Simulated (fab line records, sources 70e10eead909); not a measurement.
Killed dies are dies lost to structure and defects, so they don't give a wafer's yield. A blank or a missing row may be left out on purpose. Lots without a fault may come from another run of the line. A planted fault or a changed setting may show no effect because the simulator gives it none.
fab line records | flow nand_harc
record lots=11 wafers=33 last_day=25
route steps=1159 shown P_CONTACT@218 P_M0@268 END@1159
lots that met no fault: from a run of the same line without faults
start_h: hours from the record's first day to the start of the lot's first wafer shown | wait_h: hours since the lot's step before | " the same as in the row above | L1.1+2: a row that stands for several wafers | - no value, or no start given | * or withheld: withheld | < > ~ a bound
route shown NAME@n: a module of which the file shows steps, and the number in the route of the first | usual: mean/standard deviation of fault-free wafers | same: alike in all rows | chamber/n: place in a boat | sites: the reading at each site | _std_site: their standard deviation | _edge_site: outer sites' mean less inner sites' | radius_mm: how far each site lies from the wafer's centre | mask NAME#n: copy n | behind: the tool/chamber that last shaped the wafer | hold: why the lot was held/for how many hours/how that ended | device: the transistor (n, p or np) that didn't switch | end of line: the same wafers' tests at the end of the route | a step without rows: its recipe alone | killed: dies lost to structure and defects at the first sort, not the wafer's yield | map: a wafer's dies, x killed, . not, _ none there
set.NAME: the setting as run; set.NAME@STEP: as run at that earlier step | model.NAME: the simulator's own value behind a step, which no gauge read
steps of the route over a sample of lots; a table a step, a row a wafer
services: from which hour (start_h, from the record's first day; less than 0 if before it) a tool's chamber was out of use, for how many hours, and why
## steps
# step NHARC_P_CONTACT_DEP_00
# recipe target_thk_a=5000 temp_c=400 pressure_torr=6.5 rf_w=900 teos_flow_sccm=161.4 flow_sccm=2650 target_thk_nm=500 gas=O2 material=SiO2
# usual heater_power_w=546/110 throttle_valve_pct=16.2/0.57
# columns lot.wafer tool chamber start_h wait_h heater_power_w throttle_valve_pct
L473.1 pecvd-01 0 - - 673 17.0
L473.2 " 1 " " 514 15.9
L473.6 " 0 " " 696 17.1
L475.1 pecvd-02 1 - - 522 15.8
L475.2 " 2 " " 441 15.5
L475.5 " 2 " " 469 15.2
L474.6 pecvd-01 1 - - 425 15.9
L474.5 " 2 " " 634 16.5
L474.4 " 0 " " 740 17.3
L478.3 pecvd-03 0 - - 732 16.6
L478.1 " 2 " " 461 15.5
L478.4 " 2 " " 330 15.7
L479.3 pecvd-03 2 - - 443 15.7
L479.6 " 0 " " 748 16.9
L479.5 " 1 " " 500 16.0
L480.2 pecvd-03 2 - - 418 16.0
L480.4 " 0 " " 761 17.1
L480.5 " 2 " " 434 15.5
L485.1 pecvd-01 0 - - 720 17.0
L485.4 " 0 " " 740 17.2
L485.5 " 2 " " 530 16.5
L490.3 pecvd-01 0 - - 723 17.0
L490.2 " 1 " " 547 16.3
L490.6 " 0 " " 736 17.3
L492.3 pecvd-01 1 - - 566 16.4
L492.5 " 1 " " 416 16.5
L492.6 " 2 " " 593 16.5
L495.1 pecvd-03 1 - - 450 16.3
L495.2 " 2 " " 431 15.8
L495.4 " 0 " " 783 17.0
L496.2 pecvd-02 2 - - 584 15.3
L496.1 " 1 " " 448 15.5
L496.4 " 1 " " 488 15.7
# step NHARC_P_CONTACT_OVL_MEAS_13
# usual overlay_x_nm=0.0/0.79 overlay_y_nm=0.0/0.76
# columns lot.wafer tool chamber start_h wait_h overlay_x_nm overlay_y_nm
L473.1 overlay-01 - 111.01 - 0.1 -1.2
L473.2 " - " " 0.3 -1.4
L473.6 " - " " 0.0 -1.3
L475.1 overlay-01 - 118.51 - 0.4 0.4
L475.2 " - " " 0.6 0.0
L475.5 " - " " 0.4 0.4
L474.4 overlay-02 - 118.74 - 0.1 -0.1
L474.5 " - " " 0.5 -0.3
L474.6 " - " " 0.2 -0.2
L478.1 overlay-02 - 145.42 - -1.4 -0.6
L478.3 " - " " -1.1 -0.6
L478.4 " - " " -0.9 -0.6
L479.3 overlay-01 - 146.26 - 0.8 0.3
L479.5 " - " " 0.1 -0.2
L479.6 " - " " 0.6 0.3
L480.2 overlay-01 - 152.83 - -0.4 -1.2
L480.4 " - " " -0.4 -0.7
L480.5 " - " " 0.2 -0.5
L485.1 overlay-02 - 195.48 - -0.5 -0.6
L485.4 " - " " -0.1 -0.8
L485.5 " - " " -0.7 -0.2
L490.2 overlay-02 - 207.05 - 1.2 1.5
L490.3 " - " " 1.3 1.6
L490.6 " - " " 0.8 1.6
L492.3 overlay-01 - 225.82 - 0.7 -0.7
L492.5 " - " " 0.1 -1.1
L492.6 " - " " 0.2 -0.6
L495.1 overlay-01 - 244.48 - 0.0 0.6
L495.2 " - " " 0.0 0.2
L495.4 " - " " -0.1 0.7
L496.1 overlay-02 - 253.56 - -0.7 1.0
L496.2 " - " " -1.0 0.9
L496.4 " - " " -0.9 0.8
# step NHARC_P_CONTACT_ETCH_35
# recipe target_depth_a=390 over_etch_frac=0.3 time_s=65 ion_energy_ev=80 cf4_flow_sccm=150 ar_flow_sccm=0 rf_w=300 bias_w=100 chemistry=CF4
# usual bias_w=100.0/0.31 drypump_motor_current_A=5.9/0.72 oes_product_au=1.000/0.009 rf_vpp_V=151.3/1.2 run_length_s=86.3/0.41 showerhead_plenum_p_Torr=1.78/0.067 throttle_valve_pct=13.283/0.0092
# columns lot.wafer tool chamber start_h wait_h bias_w drypump_motor_current_A oes_product_au rf_hours_counter_h rf_vpp_V run_length_s showerhead_plenum_p_Torr throttle_valve_pct
L473.1 rie_diel-05 2 111.19 0.1 100.3 4.7 1.003 13 150.5 85.6 1.69 13.291
L473.2 " 0 " " 99.6 4.7 0.991 12 150.2 86.2 1.69 13.284
L473.6 " 3 " " 100.5 6.4 1.000 - 151.7 86.1 1.77 13.263
L475.1 rie_diel-06 3 118.70 0.1 100.0 6.4 1.005 4 152.6 85.6 1.83 13.281
L475.2 " 0 " " 99.9 6.6 1.003 4 152.1 86.7 1.84 13.275
L475.5 " 3 " " 99.9 6.4 1.013 - 151.4 85.6 1.83 13.285
L474.4 rie_diel-05 0 118.93 0.1 99.9 4.7 0.998 13 150.3 86.7 1.69 13.284
L474.6 " 3 " " 100.5 6.4 1.014 - 150.4 86.6 1.77 13.287
L474.5 " 0 " " 100.0 4.7 1.000 - 151.0 86.2 1.69 13.277
L478.4 rie_diel-06 2 145.61 0.1 99.5 5.5 0.995 7 152.5 86.5 1.85 13.285
L478.1 " 3 " " 99.9 6.4 0.992 6 151.6 85.6 1.83 13.287
L478.3 " 0 " " 100.4 6.6 1.002 6 152.4 86.8 1.84 13.288
L479.3 rie_diel-05 3 146.61 0.2 99.7 6.4 1.016 15 151.1 86.1 1.77 13.273
L479.6 " 2 " " 99.6 4.7 0.997 - 151.1 85.4 1.69 13.289
L479.5 " 3 " " 99.9 6.4 1.013 - 151.7 86.2 1.77 13.266
L480.4 rie_diel-06 0 153.02 0.1 99.8 6.6 0.997 7 153.3 86.7 1.84 13.292
L480.2 " 2 " " 100.2 5.5 1.005 9 152.0 86.2 1.85 13.275
L480.5 " 0 " " 99.7 6.6 1.001 - 152.4 86.6 1.84 13.285
L485.4 rie_diel-05 2 195.67 0.1 99.8 4.7 0.999 2 150.2 85.6 1.69 13.275
L485.1 " 3 " " 99.8 6.4 0.999 2 148.9 86.2 1.77 13.287
L485.5 " 1 " " 99.3 6.4 1.016 - 152.0 86.4 1.84 13.273
L490.3 rie_diel-06 0 207.25 0.1 100.2 6.5 1.002 11 151.9 86.8 1.83 13.284
L490.2 " 3 " " 100.1 6.4 0.997 12 152.7 85.9 1.83 13.285
L490.6 " 0 " " 100.4 6.6 0.991 - 153.3 87.2 1.83 13.288
L492.3 rie_diel-06 1 226.03 0.1 100.1 6.3 0.995 15 151.1 86.3 1.69 13.281
L492.5 " 2 " " 100.0 5.5 0.991 - 151.4 86.3 1.85 13.318
L492.6 " 1 " " 100.7 6.3 0.991 - 149.7 86.5 1.69 13.287
L495.1 rie_diel-05 0 244.81 0.2 100.7 4.7 0.974 7 149.1 86.9 1.68 13.301
L495.2 " 1 " " 100.2 6.4 1.003 8 151.0 86.4 1.84 13.296
L495.4 " 3 " " 100.1 6.4 0.997 6 151.5 86.5 1.77 13.279
L496.1 rie_diel-06 3 253.74 0.1 100.0 6.4 0.988 0 151.7 86.1 1.83 13.290
L496.4 " 1 " " 100.1 6.3 1.006 0 150.4 86.3 1.69 13.287
L496.2 " 2 " " 100.1 5.5 0.994 0 151.9 86.7 1.85 13.277
# step NHARC_P_M0_ETCH_15
# recipe target_depth_a=1500 overetch_a=150 time_s=82.5 c4f8_flow_sccm=withheld ar_flow_sccm=400 rf_w=600 bias_w=300 chemistry=C4F8/Ar
# usual bias_w=300.0/0.89 oes_product_au=0.964/0.02 rf_vpp_V=439.5/2.6 run_length_s=103.7/0.39
# columns lot.wafer tool chamber start_h wait_h bias_w oes_product_au rf_hours_counter_h rf_vpp_V run_length_s
L473.2 rie_diel-08 3 118.75 - 300.0 0.932 9 441.5 103.8
L473.1 " 1 " " 303.0 0.926 11 438.4 103.6
L473.6 " 3 " " 300.2 0.930 - 441.3 103.8
L475.1 rie_diel-08 0 123.50 - 299.6 0.942 10 440.8 103.5
L475.2 " 3 " " 299.3 0.938 10 441.3 104.1
L475.5 " 0 " " 299.8 0.927 - 440.3 103.5
L474.4 rie_diel-08 2 124.24 - 298.8 0.971 11 438.9 103.7
L474.6 " 3 " " 298.3 0.988 - 442.2 103.7
L474.5 " 0 " " 300.5 0.986 - 440.1 103.4
L478.4 rie_diel-04 2 149.78 - 300.3 0.956 2 436.5 104.1
L478.3 " 3 " " 300.4 0.953 3 443.9 104.1
L478.1 " 0 " " 300.6 0.978 3 437.7 103.5
L479.3 rie_diel-04 1 150.99 - 299.9 0.958 2 439.8 103.1
L479.6 " 1 " " 300.1 0.962 - 439.6 103.5
L479.5 " 2 " " 298.5 0.977 - 436.1 103.4
L480.2 rie_diel-01 2 159.81 - 301.3 1.022 1 436.6 104.2
L480.4 " 0 " " 300.9 0.964 1 437.2 103.4
L480.5 " 3 " " 299.3 0.984 - 440.5 103.1
L485.1 rie_diel-04 2 208.30 - 300.2 0.977 4 436.8 103.5
L485.4 " 1 " " 300.7 0.970 7 439.8 103.3
L485.5 " 2 " " 298.5 0.983 - 437.1 103.5
L490.3 rie_diel-08 1 216.72 - 297.4 0.959 5 438.5 103.1
L490.2 " 0 " " - 0.967 4 440.0 92.6
L490.6 " 2 " " 300.6 0.971 - 439.4 103.9
L492.3 rie_diel-01 3 230.70 - 298.8 1.006 7 441.1 103.5
L492.5 " 1 " " 299.5 0.968 - 444.3 103.6
L492.6 " 2 " " 299.3 0.998 - 439.3 104.5
L495.2 rie_diel-04 1 249.34 - 301.6 0.984 11 438.9 103.1
L495.1 " 2 " " 299.3 0.978 9 437.6 104.3
L495.4 " 3 " " 300.8 0.968 12 445.3 104.0
L496.2 rie_diel-04 1 262.87 - 299.7 0.980 12 439.8 103.1
L496.4 " 2 " " 301.0 0.977 9 436.1 103.8
L496.1 " 3 " " 300.0 0.961 13 446.0 104.0
# step NHARC_END_SORT_01
# recipe temp_c=25
# usual defect_limited_yield=95.3/1.7 killed_at_array=28/11 killed_at_other=0.5/0.85 killed_at_periphery=2.7/1.9 killed_dies=32/12 killed_open=3.3/1.6 killed_short=2.1/1.5 sort_bin_2_pct=1.5/0.71 sort_bin_3_pct=0.25/0.23 sort_bin_4_pct=3.0/1.1 sort_n_pass=645/12 sort_rim_yield_pct=95/3.1 sort_yield_pct=95.3/1.7
# same gross_dies=677 sort_bin_5_pct[%]=0 sort_bin_6_pct[%]=0 sort_bin_7_pct[%]=0 sort_bin_8_pct[%]=0 sort_rim_n_gross=106.00
# columns lot.wafer tool chamber start_h wait_h defect_limited_yield[%] killed_at_array killed_at_other killed_at_periphery killed_dies killed_open killed_short sort_bin_2_pct[%] sort_bin_3_pct[%] sort_bin_4_pct[%] sort_n_pass sort_rim_yield_pct[%] sort_yield_pct[%]
L490.2 prober-02 0 556.91 2.8 1.0 31 1 638 670 2 0 95.3 0.15 3.5 7 0 1.0
L490.3 prober-02 0 557.71 3.1 95.3 31 0 1 32 4 3 1.6 0.15 3.0 645 99 95.3
L490.6 prober-02 0 560.11 4.0 94.1 37 0 3 40 4 2 1.5 0.59 3.8 637 99 94.1
# killed by level:class
L490.2 P_M0:area_etch=635 A_SLIT:chamber_film_flake=12 A_CHANNEL_HOLE_D1:chamber_film_flake=10 A_CONTACT:chamber_film_flake=8 P_CONTACT:geometric_particle:open=1 P_M0:geometric_particle:open=1 P_GATE:chamber_film_flake=1 A_STAIRCASE:chamber_film_flake=1
L490.3 A_SLIT:chamber_film_flake=15 A_CONTACT:chamber_film_flake=6 A_CONTACT:geometric_particle:open=2 A_CHANNEL_HOLE_D1:chamber_film_flake=2 A_ONON_D1:geometric_particle:short=1 A_CHANNEL_HOLE_D1:geometric_particle:short=1 A_CHANNEL_FILL_D1:geometric_particle:short=1 A_CHANNEL_FILL_D1:geometric_particle:open=1
L490.6 A_SLIT:chamber_film_flake=22 A_CONTACT:chamber_film_flake=4 A_CHANNEL_HOLE_D1:chamber_film_flake=3 A_STAIRCASE:chamber_film_flake=3 P_M0:geometric_particle:open=1 P_BONDPAD:geometric_particle:open=1 A_CHANNEL_HOLE_D1:geometric_particle:short=1 A_CHANNEL_FILL_D1:geometric_particle:open=1
## services
# columns tool chamber start_h hours kind
pecvd-01 - 92.83 12.9 repair
rie_diel-04 2 107.54 18.3 repair
rie_diel-04 1 110.55 11.0 repair
pecvd-03 - 111.41 13.0 pm
rie_diel-04 - 111.90 9.0 pm
rie_diel-08 - 124.80 9.0 pm
rie_diel-05 0 130.70 46.0 repair
rie_diel-06 - 134.87 0.7 repair
rie_diel-01 - 137.85 9.0 pm
rie_diel-05 2 150.66 6.9 repair
pecvd-02 - 153.45 13.0 pm
rie_diel-04 2 162.60 14.7 repair
rie_diel-05 - 163.61 9.0 pm
rie_diel-01 0 165.12 5.2 repair
pecvd-01 2 177.05 2.4 repair
pecvd-02 0 183.67 6.2 repair
rie_diel-06 2 201.29 9.5 repair
rie_diel-08 3 214.09 8.2 repair
rie_diel-06 0 218.07 8.5 repair
pecvd-03 1 221.16 8.3 repair
pecvd-01 - 237.00 13.0 pm
rie_diel-06 - 241.34 9.0 pm
rie_diel-04 - 254.37 0.4 repair
rie_diel-06 1 258.58 5.5 repair
## key
first_sign step=NHARC_P_M0_ETCH_15 reading=run_length_s direction=down sigmas=28 usual=* struck=*
effect step=NHARC_END_SORT_01 reading=killed_at_periphery direction=up sigmas=99+ usual=2.7 struck=638
more_kills_born_at NHARC_P_M0_ETCH_15@rie_diel-08=635
met_at NHARC_P_M0_ETCH_15
struck_lots L490
struck_wafers L490.2
later_rows_left_out L490.2
not_acting_at NHARC_P_CONTACT_DEP_00,NHARC_P_CONTACT_OVL_MEAS_13,NHARC_P_CONTACT_ETCH_35
onset_between 124.24 216.72
fault kind=process_parameter_drift tool=rie_diel-08 chamber=0 onset_h=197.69 steps=NHARC_P_M0_ETCH_15 channel=time_s offset=* shape=step end_h=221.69 acts_in=* stated=*
# later_rows_left_out: the simulator's readings of these wafers behind a module that went badly wrong aren't trusted and aren't shown, but for the sort
